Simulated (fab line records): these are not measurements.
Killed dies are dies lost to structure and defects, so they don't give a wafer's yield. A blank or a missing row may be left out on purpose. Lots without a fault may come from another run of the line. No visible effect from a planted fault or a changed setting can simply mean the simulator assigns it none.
Which of the tools did it? + flow nand harc + 18 wafers from 6 lots sampled at 5 of the route's 1302 steps

== WHAT EACH GAUGE READ, for each wafer ==
NHARC_END_SORT_01.
| lot  | measured     | on        | killed at array |
|------|--------------|-----------|-----------------|
| L132 | day 29 14:55 | prober-01 | 670 668 671     |

== TOOL THAT RAN EACH LOT (tool first, then ch and the chambers of the sampled wafers, then the start) ==
| lot  | NHARC_A_CONTACT_ETCH_51                       | NHARC_A_CONTACT_ETCH_112             | NHARC_A_CONTACT_ETCH_119             | NHARC_A_CONTACT_ETCH_120             |
|------|-----------------------------------------------|--------------------------------------|--------------------------------------|--------------------------------------|
| L123 | rie diel-09 ch 0,1,2, day 22 11:08 or earlier | har cap etch-01 ch 0,1, day 22 11:08 | har cap etch-01 ch 0,1, day 22 12:19 | har cap etch-01 ch 0,1, day 22 12:30 |
| L126 | rie diel-11 ch 0,1, day 24 03:59 or earlier   | har cap etch-01 ch 0,1, day 24 03:59 | har cap etch-01 ch 0,1, day 24 05:10 | har cap etch-01 ch 0,1, day 24 05:21 |
| L132 | rie diel-09 ch 0,2,3, day 26 15:58 or earlier | har cap etch-02 ch 0,1, day 26 15:58 | har cap etch-02 ch 0,1, day 26 17:33 | har cap etch-02 ch 0,1, day 26 17:47 |
| L139 | rie diel-09 ch 0,1, day 30 01:47 or earlier   | har cap etch-02 ch 0,1, day 30 01:47 | har cap etch-02 ch 0,1, day 30 02:59 | har cap etch-02 ch 0,1, day 30 03:09 |
| L141 | rie diel-02 ch 0,1, day 30 13:02 or earlier   | har cap etch-01 ch 0,1, day 30 13:02 | har cap etch-01 ch 0,1, day 30 14:13 | har cap etch-01 ch 0,1, day 30 14:24 |
| L143 | rie diel-11 ch 1,2,3, day 31 10:28 or earlier | har cap etch-01 ch 0,1, day 31 10:28 | har cap etch-01 ch 0,1, day 31 12:04 | har cap etch-01 ch 0,1, day 31 12:17 |
- NHARC_A_CONTACT_ETCH_51: etches the open film in O2/COS, target depth 7000 nm, time 1820 s.
- NHARC_A_CONTACT_ETCH_112: etches the open film in C4F8/O2/Ar, time 190 s, target depth 1850 nm.
- NHARC_A_CONTACT_ETCH_119: etches the open film in C4F8/O2/Ar, time 190 s, target depth 1850 nm.
- NHARC_A_CONTACT_ETCH_120: etches the open film in C4F8/O2/Ar, time 190 s, target depth 1850 nm.

== THE ANSWER, worked out from the rows above alone ==
Rule: the lots themselves supply what counts as usual. The widest of any qualifying gaps counts: lots, ordered by their means at a reading, are off when they make up no more than a third of the lots, leave a main group of 4 or more, and stand apart from it by 3 or more times the standard deviation of that group's means. The tables above print the reading to a certain number of digits; a main group whose means all agree to those digits is not used. A lot without any number at a reading at which 4 lots or more have one is off too. Any other lot the step has rows for is counted as sound.
No lot is off on any of the readings shown, so nothing can be concluded from this.

== WHAT THE SIMULATOR HAD INSERTED ==
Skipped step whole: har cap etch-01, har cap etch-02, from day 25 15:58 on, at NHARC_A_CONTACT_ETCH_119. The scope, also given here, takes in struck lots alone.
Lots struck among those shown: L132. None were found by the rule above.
